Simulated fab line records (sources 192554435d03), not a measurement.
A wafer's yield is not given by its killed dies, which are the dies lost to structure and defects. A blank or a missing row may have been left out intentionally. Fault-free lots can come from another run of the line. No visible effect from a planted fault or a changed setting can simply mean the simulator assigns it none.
Matching of chambers -- flow n5 finfet -- 4 sister chambers for N5_BEOL_M5_DESCUM_16 on rie diel-06
The step chemistry O2, time 7 s. 16 wafers are shown with their chamber, then 8 later ones without.

## WAFERS WITH THEIR CHAMBER
wafer,chamber,oes product au (a.u.),drypump motor current A (A),showerhead plenum p Torr (Torr)
L076.2,2,0.70,5.52,2.08
L076.5,1,0.72,5.91,2.19
L076.6,0,0.73,5.84,2.09
L077.1,0,0.72,5.83,2.09
L077.2,2,0.69,5.51,2.08
L077.5,3,0.90,5.77,2.14
L080.2,2,0.70,5.54,2.08
L080.3,0,0.72,5.83,2.09
L080.6,0,0.72,5.83,2.09
L085.1,1,0.72,5.89,2.19
L085.4,2,0.69,5.53,2.08
L085.5,1,0.71,5.91,2.19
L088.2,0,0.72,5.82,2.08
L088.4,1,0.71,5.90,2.18
L088.6,0,0.72,5.81,2.08
L089.2,1,0.71,5.91,2.18

SIGNATURES (averages over the wafers above)
reading,chamber 0,chamber 1,chamber 2,chamber 3,scatter within a chamber
oes product au,0.7217,0.7140,0.6950,0.9000,0.00503
drypump motor current A,5.8267,5.9040,5.5250,5.7700,0.0106
showerhead plenum p Torr,2.0867,2.1860,2.0800,2.1400,0.00459
Rule: a wafer's distance from a chamber is the root of the sum, over the readings, of the square of ((its reading less the chamber's mean) divided by the reading's scatter). If the next closest chamber is less than 2 further off than the closest, the wafer can't be placed; otherwise it belongs to the closest. The scatter is the square root of a quotient: the sum, over the shown wafers, of each reading's squared deviation from its chamber's mean, divided by wafers minus chambers.

## WAFERS WHOSE CHAMBER IS MISSING
wafer,oes product au (a.u.),drypump motor current A (A),showerhead plenum p Torr (Torr)
L089.3,0.71,5.82,2.08
L089.6,0.72,5.83,2.08
L093.1,0.70,5.90,2.18
L093.3,0.85,5.80,2.13
L093.4,0.68,5.53,2.07
L094.4,0.68,5.51,2.07
L094.5,0.87,5.79,2.13
L094.6,0.68,5.51,2.07

## CHAMBER TAKEN BY EACH
wafer,from the rows above,in truth
L089.3,0,0
L089.6,0,0
L093.1,1,1
L093.3,3,3
L093.4,2,2
L094.4,2,2
L094.5,3,3
L094.6,2,2
8 of 8 placed correctly. Can't be placed from these rows: 0. 0 placed wrongly.
